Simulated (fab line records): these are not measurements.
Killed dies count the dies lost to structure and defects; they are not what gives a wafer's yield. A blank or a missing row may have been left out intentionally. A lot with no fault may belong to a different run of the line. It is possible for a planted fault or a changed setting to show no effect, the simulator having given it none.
Chamber matching || flow nand harc || 4 sister chambers for NHARC_A_CHANNEL_FILL_D2_CMP_10 on cmp-04
The step polishes, target thk 150 nm. 20 wafers are shown with their chamber, then 10 later ones without.

WAFERS, EACH WITH ITS CHAMBER
{"wafer": "L074.4", "chamber": 2, "motor current A (A)": 12.6, "time to endpoint s (s)": 16.2}
{"wafer": "L074.5", "chamber": 0, "motor current A (A)": 11.4, "time to endpoint s (s)": 18.0}
{"wafer": "L074.6", "chamber": 3, "motor current A (A)": 11.2, "time to endpoint s (s)": 14.9}
{"wafer": "L077.1", "chamber": 2, "motor current A (A)": 13.0, "time to endpoint s (s)": 16.0}
{"wafer": "L077.2", "chamber": 0, "motor current A (A)": 11.4, "time to endpoint s (s)": 18.7}
{"wafer": "L077.3", "chamber": 3, "motor current A (A)": 10.4, "time to endpoint s (s)": 14.7}
{"wafer": "L077.4", "chamber": 1, "motor current A (A)": 11.5, "time to endpoint s (s)": 15.5}
{"wafer": "L077.5", "chamber": 3, "motor current A (A)": 11.0, "time to endpoint s (s)": 14.1}
{"wafer": "L077.6", "chamber": 2, "motor current A (A)": 12.6, "time to endpoint s (s)": 16.7}
{"wafer": "L079.1", "chamber": 1, "motor current A (A)": 11.5, "time to endpoint s (s)": 15.3}
{"wafer": "L079.3", "chamber": 2, "motor current A (A)": 12.2, "time to endpoint s (s)": 15.6}
{"wafer": "L079.5", "chamber": 0, "motor current A (A)": 11.4, "time to endpoint s (s)": 17.1}
{"wafer": "L080.2", "chamber": 1, "motor current A (A)": 11.4, "time to endpoint s (s)": 14.6}
{"wafer": "L080.3", "chamber": 3, "motor current A (A)": 11.2, "time to endpoint s (s)": 16.9}
{"wafer": "L080.6", "chamber": 1, "motor current A (A)": 11.9, "time to endpoint s (s)": 16.8}
{"wafer": "L082.2", "chamber": 3, "motor current A (A)": 10.9, "time to endpoint s (s)": 15.8}
{"wafer": "L082.4", "chamber": 1, "motor current A (A)": 11.6, "time to endpoint s (s)": 13.4}
{"wafer": "L082.5", "chamber": 1, "motor current A (A)": 12.0, "time to endpoint s (s)": 13.1}
{"wafer": "L085.3", "chamber": 3, "motor current A (A)": 11.4, "time to endpoint s (s)": 20.5}
{"wafer": "L085.5", "chamber": 2, "motor current A (A)": 12.5, "time to endpoint s (s)": 18.3}

SIGNATURES (averages over the wafers above)
{"reading": "motor current A", "chamber 0": 11.400, "chamber 1": 11.650, "chamber 2": 12.580, "chamber 3": 11.017, "scatter within a chamber": 0.277}
{"reading": "time to endpoint s", "chamber 0": 17.933, "chamber 1": 14.783, "chamber 2": 16.560, "chamber 3": 16.150, "scatter within a chamber": 1.64}
Rule: a wafer's distance from a chamber is the root of the sum, over the readings, of the square of ((its reading less the chamber's mean) divided by the reading's scatter). If the next closest chamber is less than 2 further off than the closest, the wafer can't be placed; otherwise it belongs to the closest. The scatter is the square root of a quotient: the sum, over the shown wafers, of each reading's squared deviation from its chamber's mean, divided by wafers minus chambers.

WAFERS WHOSE CHAMBER IS MISSING
{"wafer": "L085.6", "motor current A (A)": 10.8, "time to endpoint s (s)": 16.6}
{"wafer": "L088.3", "motor current A (A)": 10.9, "time to endpoint s (s)": 16.1}
{"wafer": "L088.5", "motor current A (A)": 12.0, "time to endpoint s (s)": 16.7}
{"wafer": "L088.6", "motor current A (A)": 11.5, "time to endpoint s (s)": 13.8}
{"wafer": "L094.2", "motor current A (A)": 13.0, "time to endpoint s (s)": 12.4}
{"wafer": "L094.4", "motor current A (A)": 12.3, "time to endpoint s (s)": 16.9}
{"wafer": "L094.5", "motor current A (A)": 12.3, "time to endpoint s (s)": 15.4}
{"wafer": "L097.1", "motor current A (A)": 11.5, "time to endpoint s (s)": 19.1}
{"wafer": "L097.2", "motor current A (A)": 13.0, "time to endpoint s (s)": 16.8}
{"wafer": "L097.3", "motor current A (A)": 11.4, "time to endpoint s (s)": 20.1}

EACH ONE'S CHAMBER
{"wafer": "L085.6", "from the rows above": "can't be placed: 3 or 0", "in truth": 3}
{"wafer": "L088.3", "from the rows above": "can't be placed: 3 or 0", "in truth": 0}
{"wafer": "L088.5", "from the rows above": "can't be placed: 1 or 2 or 0 or 3", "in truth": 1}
{"wafer": "L088.6", "from the rows above": "can't be placed: 1 or 3 or 0", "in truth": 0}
{"wafer": "L094.2", "from the rows above": 2, "in truth": 2}
{"wafer": "L094.4", "from the rows above": "can't be placed: 2 or 1", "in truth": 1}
{"wafer": "L094.5", "from the rows above": "can't be placed: 2 or 1", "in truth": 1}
{"wafer": "L097.1", "from the rows above": "can't be placed: 0 or 3 or 1", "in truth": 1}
{"wafer": "L097.2", "from the rows above": 2, "in truth": 2}
{"wafer": "L097.3", "from the rows above": "can't be placed: 0 or 3", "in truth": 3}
2 of 10 placed correctly. Cannot be placed on the basis of these rows: 8; the candidates contain the true chamber in 8. Wrongly placed: 0.
